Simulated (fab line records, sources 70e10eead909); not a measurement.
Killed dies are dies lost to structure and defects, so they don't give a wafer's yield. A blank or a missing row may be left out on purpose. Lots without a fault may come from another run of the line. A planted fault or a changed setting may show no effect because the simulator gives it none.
A struck lot beside a sound one | flow nand_harc | 13 steps out of a route of 1159
Sound: wafers L908.1, L908.2, L908.4. Struck: wafer L923.2. (L923.4 of the same lot was not struck and is left out.) The cause comes at the end.
At each step with rows: each side's tool, then ch and its chambers, then its first start. Under that, the readings that differ: sound wafers | struck wafers | difference of the means | sigmas: that difference in standard deviations of wafers without a fault.
alike: readings whose means differ by less than 2 such deviations, and words and numbers that are the same on both sides. not compared: withheld readings, readings that some wafer has no value for, bounds like >300 that may hide the same value, and numbers for which the record gives no deviation and whose values overlap.
The two part at a step that has a row with sigmas, a row that says differs or no value, or rows on one side only. Numbers that don't overlap but have no deviation are shown without sigmas and don't part them. A reading that every wafer of one side lacks parts them only if that side has two wafers or more.

first, 1 step without rows for these wafers: NHARC_A_SLIT_SRD_20.
NHARC_A_SLIT_CD_MEAS_21:
  sound on cd_sem-01, day 15 04:36; struck on cd_sem-02, day 18 19:02
  alike: cd_nm
then, 3 steps without rows for these wafers: NHARC_A_SIN_REMOVE_WET_00 (chemistry H3PO4, time 15300 s); NHARC_A_SIN_REMOVE_PRECLEAN_01 (cleans in SC1); NHARC_A_SIN_REMOVE_SRD_02.
NHARC_A_SIN_REMOVE_INSPECT_04:
  sound on defect_inspect-01, day 15 12:15; struck on defect_inspect-01, day 19 02:44
  reading          | sound       | struck | difference | sigmas
  raw_defect_count | 596 406 411 | 296    | -175       | -2
NHARC_A_WL_FILL_ALD_00: deposits Al2O3, target thk 3 nm, pulse time 3 s, ald cycles 30.
  sound on ald_hk-01 ch 0,2,3, day 15 13:42; struck on ald_hk-01 ch 1, day 19 02:51
  reading                    | sound             | struck | difference | sigmas
  precursor_pulse_height_rel | 1.007 1.018 1.028 | 0.978  | -0.040     | -2
  alike: heater_power_w
NHARC_A_WL_FILL_RTA_01: time 5 s.
  sound on rtp_anneal-01 ch 0, day 15 14:07; struck on rtp_anneal-02 ch 0, day 19 03:05
  reading             | sound          | struck | difference | sigmas
  lamp_power_pct (%)  | 27.8 27.8 27.9 | 30.3   | +2.5       | +2
  lamp_zone_6_pct (%) | 27.7 27.8 27.8 | 30.2   | +2.4       | +2
  alike: wafer_temp_C_max
NHARC_A_WL_FILL_ALD_02: deposits TiN, target thk 2 nm, pulse time 3 s, ald cycles 100.
  sound on ald_metal-03 ch 0,1,3, day 15 14:22; struck on ald_metal-01 ch 1, day 19 03:17
  reading            | sound          | struck | difference | sigmas
  heater_power_w (W) | 1159 1130 1134 | 907    | -234       | -2
  alike: precursor_pulse_height_rel
NHARC_A_WL_FILL_CVD_03: deposits W, target thk 40 nm, time 3302 s.
  sound on cvd_w-01 ch 0,1, day 15 21:14; struck on cvd_w-01 ch 1, day 19 08:07
  alike: heater_power_w, mfc_ar_sccm, throttle_valve_pct
NHARC_A_WL_FILL_ETCHBACK_04: etches the open film in NF3, target depth 60 nm, time 120 s.
  sound on rie_metal-03 ch 0,1, day 16 00:32; struck on rie_metal-03 ch 1, day 19 11:28
  reading          | sound             | struck | difference | sigmas
  run_length_s (s) | 141.9 142.0 142.0 | 96.7   | -45.3      | -91
  alike: drypump_motor_current_A, oes_product_au
  not compared: rf_hours_counter_h
NHARC_A_WL_FILL_ETCHBACK_05: etches the open film in Cl2/BCl3, target depth 22 nm, time 60 s.
  sound on rie_metal-03 ch 0,1, day 16 00:47; struck on rie_metal-03 ch 1, day 19 11:44
  alike: drypump_motor_current_A, oes_product_au, run_length_s
  not compared: rf_hours_counter_h
-- the record jumps here: 4 days lie between the struck wafers' starts before and after (it left off in module A_WL_FILL and takes up again in module END, whose first step shown is number 1159 of the route) --
NHARC_END_SORT_01:
  sound on prober-02 ch 0, day 20 09:52; struck on prober-01 ch 0, day 23 22:13
  reading         | sound | struck | difference | sigmas
  killed_at_array | 22    | 671    | +649       | +77
  killed_dies     | 26    | 674    | +648       | +75
  alike: killed_at_other, killed_at_periphery, killed_open, killed_short

WHERE THEY PART
First at NHARC_A_SIN_REMOVE_INSPECT_04; last, within this record, at NHARC_END_SORT_01.

WHY: what the simulator had put in
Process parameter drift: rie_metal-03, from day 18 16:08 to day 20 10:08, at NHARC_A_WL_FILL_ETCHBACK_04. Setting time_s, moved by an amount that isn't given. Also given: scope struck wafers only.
